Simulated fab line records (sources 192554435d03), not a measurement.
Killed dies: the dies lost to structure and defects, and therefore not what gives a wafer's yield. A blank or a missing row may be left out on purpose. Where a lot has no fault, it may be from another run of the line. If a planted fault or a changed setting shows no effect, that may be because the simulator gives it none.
fab line records ; flow n5-finfet ; part 2 of 2: steps 25 to 31 of 31
record lots=5; wafers=15; last-day=17
route steps=1938 shown HKMG_FIN@414
lots that met no fault: taken from a fault-free run of the same line
start-h: the number of hours between the record's first day and the start of the first shown wafer of the lot ; wait-h: hours since the lot's step before ; " same as the row above ; L1.1+2: a row that stands for several wafers ; - either no value or no given start ; * or withheld: withheld ; < > ~ a bound
route shown NAME@n: NAME is a module with steps in the file, n the number in the route of the first one ; usual: average and standard deviation across the fault-free wafers ; same: alike in all rows ; chamber/n: place in a boat ; sites: readings site by site ; _std_site: the standard deviation of these ; _edge_site: mean of outer sites minus mean of inner sites ; radius-mm: for every site, how far away it sits from the centre of the wafer ; mask NAME#n: copy n ; behind: the last tool/chamber to shape the wafer ; hold: the reason the lot was held/the length of the hold in hours/how it ended ; device: the n, p or np transistor that did not switch ; end of line: the same wafers' tests at the end of the route ; a step given without rows: its recipe and nothing more ; killed: not the wafer's yield, but the dies lost to structure and defects at the first sort ; map: the dies of a wafer, with x for killed, . for not killed, _ for no die there
set.NAME: the setting that was run; set.NAME@STEP: the one run at that earlier step ; model.NAME: the simulator's own value behind a step, which no gauge read
lots at selected steps of the route; one table per step, one row per wafer
services: the hour from which a tool's chamber was out of use, counted from the record's first day as start-h (under 0 if before that day), plus the number of hours and why
## steps
# step N5_HKMG_FIN_ETCH_35
# recipe chemistry=N2/H2; target=SOC; target-depth-a=2158; ion-energy-ev=65; bias-w=5; source-w=3000; time-s=243.4; pressure-mtorr=30; n2-flow-sccm=200; h2-flow-sccm=200
# usual drypump-motor-current-A=5.8/0.48; oes-product-au=0.76/0.072; rf-vpp-V=142.1/0.94; showerhead-plenum-p-Torr=2.62/0.052; throttle-valve-pct=17.82/0.23
lot.wafer;tool;chamber;start-h;wait-h;drypump-motor-current-A;oes-product-au;rf-hours-counter-h;rf-vpp-V;showerhead-plenum-p-Torr;throttle-valve-pct
L082.2;rie-diel-01;0;125.56;0.0;6.3;0.76;161;142.7;2.63;17.67
L082.3;rie-diel-01;2;125.56;0.0;5.2;0.68;239;144.0;2.60;18.25
L082.6;rie-diel-01;2;125.56;0.0;5.2;0.69;-;141.8;2.60;18.23
L083.2;rie-diel-03;3;136.78;0.0;5.3;0.70;179;142.0;2.65;17.95
L083.5;rie-diel-03;2;136.78;0.0;5.3;0.70;-;142.1;2.64;17.79
L083.6;rie-diel-03;3;136.78;0.0;5.3;0.70;-;142.7;2.65;17.95
L084.2;rie-diel-05;2;143.78;0.0;5.9;0.70;234;141.4;2.62;18.11
L084.4;rie-diel-05;0;143.78;0.0;6.5;0.72;190;142.7;2.63;17.66
L084.5;rie-diel-05;2;143.78;0.0;5.9;0.70;-;141.7;2.62;18.13
L089.1;rie-diel-03;2;167.56;0.0;5.3;0.68;222;140.8;2.64;17.84
L089.5;rie-diel-03;0;167.56;0.0;5.9;0.89;-;142.8;2.70;17.67
L089.6;rie-diel-03;1;167.56;0.0;5.3;0.86;-;142.3;2.58;17.67
L094.3;rie-diel-05;3;201.04;0.0;5.7;0.67;247;142.1;2.52;18.42
L094.5;rie-diel-05;2;201.04;0.0;6.0;0.69;-;142.3;2.61;18.13
L094.6;rie-diel-05;1;201.04;0.0;5.1;0.77;-;142.2;2.53;17.50
# step N5_HKMG_FIN_STRIP_92
# recipe chemistry=N2/H2; material=SOC; time-s=20; power-w=500; temp-c=40; pressure-mtorr=50; rf-frequency-hz=6e+07; bias-power-w=8; h2-frac=0.5; n2-flow-sccm=300; h2-flow-sccm=300
# usual drypump-motor-current-A=5.8/0.48; oes-product-au=0.76/0.073; rf-vpp-V=54.4/0.85; showerhead-plenum-p-Torr=3.46/0.066; throttle-valve-pct=19.00/0.29
lot.wafer;tool;chamber;start-h;wait-h;drypump-motor-current-A;oes-product-au;rf-hours-counter-h;rf-vpp-V;showerhead-plenum-p-Torr;throttle-valve-pct
L082.2;rie-diel-01;0;125.71;0.1;6.4;0.76;161;54.6;3.47;18.86
L082.3;rie-diel-01;2;125.71;0.1;5.2;0.68;240;54.5;3.43;19.29
L082.6;rie-diel-01;2;125.71;0.1;5.2;0.68;-;54.0;3.43;19.27
L083.2;rie-diel-03;3;136.93;0.1;5.3;0.72;179;55.0;3.49;19.22
L083.5;rie-diel-03;2;136.93;0.1;5.3;0.71;-;54.4;3.49;19.10
L083.6;rie-diel-03;3;136.93;0.1;5.2;0.70;-;54.5;3.49;19.20
L084.2;rie-diel-05;2;143.93;0.1;6.0;0.71;234;55.1;3.45;19.26
L084.4;rie-diel-05;0;143.93;0.1;6.5;0.72;190;54.8;3.47;18.96
L084.5;rie-diel-05;2;143.93;0.1;6.0;0.71;-;53.5;3.45;19.23
L089.1;rie-diel-03;2;167.71;0.1;5.3;0.69;222;54.7;3.48;19.13
L089.5;rie-diel-03;0;167.71;0.1;5.9;0.88;-;54.5;3.56;18.81
L089.6;rie-diel-03;1;167.71;0.1;5.3;0.87;-;54.4;3.40;18.73
L094.3;rie-diel-05;3;201.19;0.1;5.7;0.66;247;53.8;3.32;19.88
L094.5;rie-diel-05;2;201.19;0.1;5.9;0.69;-;54.9;3.44;19.29
L094.6;rie-diel-05;1;201.19;0.1;5.1;0.77;-;52.4;3.34;18.89
# step N5_HKMG_FIN_WET_ETCH_18
# recipe chemistry=SC1; target=TiN; mix=1:1:5; temp-c=*; time-s=55; target-depth-nm=5.2; dry=ipa-marangoni; rinse-time-s=30; rinse-temp-c=23
lot.wafer;tool;chamber;start-h;wait-h
L082.2+3+6;wet-bench-01;7,2,1;125.80;0.1
L083.2+5+6;wet-bench-05;7,0,3;137.01;0.1
L084.2+4+5;wet-bench-02;1,7,0;144.01;0.1
L089.1+5+6;wet-bench-01;0,6,3;167.79;0.1
L094.3+5+6;wet-bench-01;4,6,0;201.27;0.1
# step N5_HKMG_FIN_STRIP_19
# recipe chemistry=N2/H2; power-w=2500; temp-c=300; h2-frac=0.65; time-s=360; pressure-mtorr=withheld; n2-flow-sccm=1750; h2-flow-sccm=3250
# usual drypump-motor-current-A=5.6/0.53; heater-power-w=456/12
lot.wafer;tool;chamber;start-h;wait-h;drypump-motor-current-A;heater-power-w;rf-hours-counter-h
L082.2;plasma-asher-02;0;125.86;0.0;6.4;469;42
L082.3;plasma-asher-02;1;125.86;0.0;5.3;461;-
L082.6;plasma-asher-02;0;125.86;0.0;6.4;458;-
L083.2;plasma-asher-02;0;137.08;0.0;6.4;451;44
L083.5;plasma-asher-02;1;137.08;0.0;5.3;465;-
L083.6;plasma-asher-02;0;137.08;0.0;6.4;454;-
L084.2;plasma-asher-01;1;144.08;0.0;5.8;451;100
L084.4;plasma-asher-01;0;144.08;0.0;5.0;440;-
L084.5;plasma-asher-01;1;144.08;0.0;5.8;445;-
L089.1;plasma-asher-01;1;167.85;0.0;5.8;440;105
L089.5;plasma-asher-01;0;167.85;0.0;5.0;445;-
L089.6;plasma-asher-01;1;167.85;0.0;5.8;440;-
L094.3;plasma-asher-02;0;201.45;0.1;6.4;457;-
L094.5;plasma-asher-02;0;201.45;0.1;6.4;456;-
L094.6;plasma-asher-02;1;201.45;0.1;5.3;476;-
# step N5_HKMG_FIN_ALD_91
# recipe material=TiN; target-thk-a=10; temp-c=400; ald-precursor-family=TiCl4; ald-co-reactant=NH3; pulse-time-s=1; purge-time-s=3; co-reactant-purge-time-s=2; co-reactant-pulse-time-s=2; ald-cycles=47; pressure-torr=3
# usual chamber-pressure-Torr=3.000/0.0067; heater-power-w=910/48; precursor-pulse-height-rel=1.000/0.02
lot.wafer;tool;chamber;start-h;wait-h;chamber-pressure-Torr;heater-power-w;precursor-pulse-height-rel
L082.2;ald-metal-01;2;126.24;0.3;2.998;882;1.001
L082.3;ald-metal-01;1;126.24;0.3;2.995;850;1.006
L082.6;ald-metal-01;2;126.24;0.3;2.995;883;1.009
L083.2;ald-metal-01;0;137.47;0.3;3.009;908;0.987
L083.5;ald-metal-01;2;137.47;0.3;2.997;881;0.965
L083.6;ald-metal-01;3;137.47;0.3;2.992;951;1.004
L084.2;ald-metal-02;3;144.46;0.3;3.007;906;1.022
L084.4;ald-metal-02;2;144.46;0.3;3.006;1007;1.001
L084.5;ald-metal-02;1;144.46;0.3;2.990;811;0.974
L089.1;ald-metal-01;3;168.23;0.3;3.014;945;1.018
L089.5;ald-metal-01;0;168.23;0.3;3.011;891;0.997
L089.6;ald-metal-01;3;168.23;0.3;3.000;940;1.040
L094.3;ald-metal-01;1;201.84;0.3;3.005;848;0.986
L094.5;ald-metal-01;1;201.84;0.3;2.994;871;0.998
L094.6;ald-metal-01;0;201.84;0.3;2.995;914;0.996
# step N5_HKMG_FIN_COAT_85
# recipe resist=SOC; temp-c=250; time-s=60; spin-rpm=1500; resist-thk-nm=300
# usual plate-temp-C=249.98/0.17
lot.wafer;tool;chamber;start-h;wait-h;plate-temp-C
L082.2;litho-track-03;0;126.52;0.2;250.27
L082.3;litho-track-03;0;126.52;0.2;249.99
L082.6;litho-track-03;0;126.52;0.2;250.36
L083.2;litho-track-04;0;137.76;0.2;250.00
L083.5;litho-track-04;0;137.76;0.2;250.01
L083.6;litho-track-04;0;137.76;0.2;249.91
L084.2;litho-track-03;0;144.74;0.2;250.08
L084.4;litho-track-03;0;144.74;0.2;250.01
L084.5;litho-track-03;0;144.74;0.2;249.48
L089.1;litho-track-05;0;168.51;0.2;250.13
L089.5;litho-track-05;0;168.51;0.2;250.04
L089.6;litho-track-05;0;168.51;0.2;250.18
L094.3;litho-track-03;0;202.13;0.2;250.05
L094.5;litho-track-03;0;202.13;0.2;249.96
L094.6;litho-track-03;0;202.13;0.2;250.15
# step N5_HKMG_FIN_ETCH_86
# recipe chemistry=N2/H2; target=SOC; target-depth-a=3932; stop-on=TiN; ion-energy-ev=100; bias-w=61; pressure-mtorr=30; source-w=850; n2-flow-sccm=200; h2-flow-sccm=200
# usual drypump-motor-current-A=5.7/0.45; oes-product-au=0.76/0.09; rf-vpp-V=241.7/1.1; showerhead-plenum-p-Torr=2.63/0.052; throttle-valve-pct=17.78/0.22
lot.wafer;tool;chamber;start-h;wait-h;drypump-motor-current-A;oes-product-au;rf-hours-counter-h;rf-vpp-V;showerhead-plenum-p-Torr;throttle-valve-pct
L082.2;rie-diel-05;0;126.63;-;6.5;0.72;184;243.7;2.63;17.62
L082.3;rie-diel-05;1;126.63;-;5.1;0.77;122;239.2;2.54;17.43
L082.6;rie-diel-05;2;126.63;-;5.9;0.71;-;241.3;2.62;18.07
L083.2;rie-diel-01;3;138.02;-;6.3;0.73;191;242.7;2.62;17.68
L083.5;rie-diel-01;2;138.02;-;5.2;0.68;-;241.2;2.59;18.21
L083.6;rie-diel-01;3;138.02;-;6.3;0.73;-;242.2;2.62;17.67
L084.2;rie-diel-03;3;144.80;-;5.3;0.72;184;240.8;2.65;17.94
L084.4;rie-diel-03;2;144.80;-;5.3;0.69;-;241.8;2.64;17.76
L084.5;rie-diel-03;2;144.80;-;5.3;0.68;-;242.2;2.64;17.76
L089.1;rie-diel-01;3;168.57;-;6.3;0.72;206;242.2;2.61;17.69
L089.5;rie-diel-01;0;168.57;-;6.4;0.73;-;242.0;2.63;17.67
L089.6;rie-diel-01;1;168.57;-;5.7;0.77;-;244.2;2.69;17.85
L094.3;rie-diel-03;3;202.18;-;5.3;0.69;206;241.3;2.64;17.97
L094.5;rie-diel-03;3;202.18;-;5.2;0.69;-;241.9;2.64;17.97
L094.6;rie-diel-03;0;202.18;-;5.9;0.87;-;243.6;2.70;17.64
## services
tool;chamber;start-h;hours;kind
plasma-asher-02;-;100.61;3.8;repair
rie-diel-01;2;108.98;7.7;repair
arfi-scanner-02;-;118.54;6.0;pm
arfi-scanner-03;-;125.62;0.8;pm
arfi-scanner-02;-;129.53;1.3;pm
rie-diel-03;0;131.31;33.0;repair
arfi-scanner-03;-;132.79;1.3;pm
litho-track-04;-;137.72;-;consumable-replace:filter
rie-diel-03;1;139.08;7.7;repair
arfi-scanner-03;-;140.49;1.4;repair
arfi-scanner-03;-;146.57;0.3;repair
arfi-scanner-02;-;151.79;1.2;repair
rie-diel-05;-;156.32;4.3;pm
rie-diel-01;1;182.08;1.6;repair
wet-bench-02;-;182.83;1.3;repair
arfi-scanner-02;-;184.59;1.0;pm
ald-metal-04;2;186.00;8.6;repair
ald-metal-01;3;188.97;21.4;repair
ald-metal-04;3;193.92;7.2;repair
ald-metal-01;2;201.71;7.7;repair
rie-diel-05;2;202.05;-;clean
rie-diel-05;2;202.05;-;consumable-replace:focus-ring
rie-diel-05;2;202.05;14.4;scheduled-down
rie-diel-05;2;202.05;14.4;vent-cycle
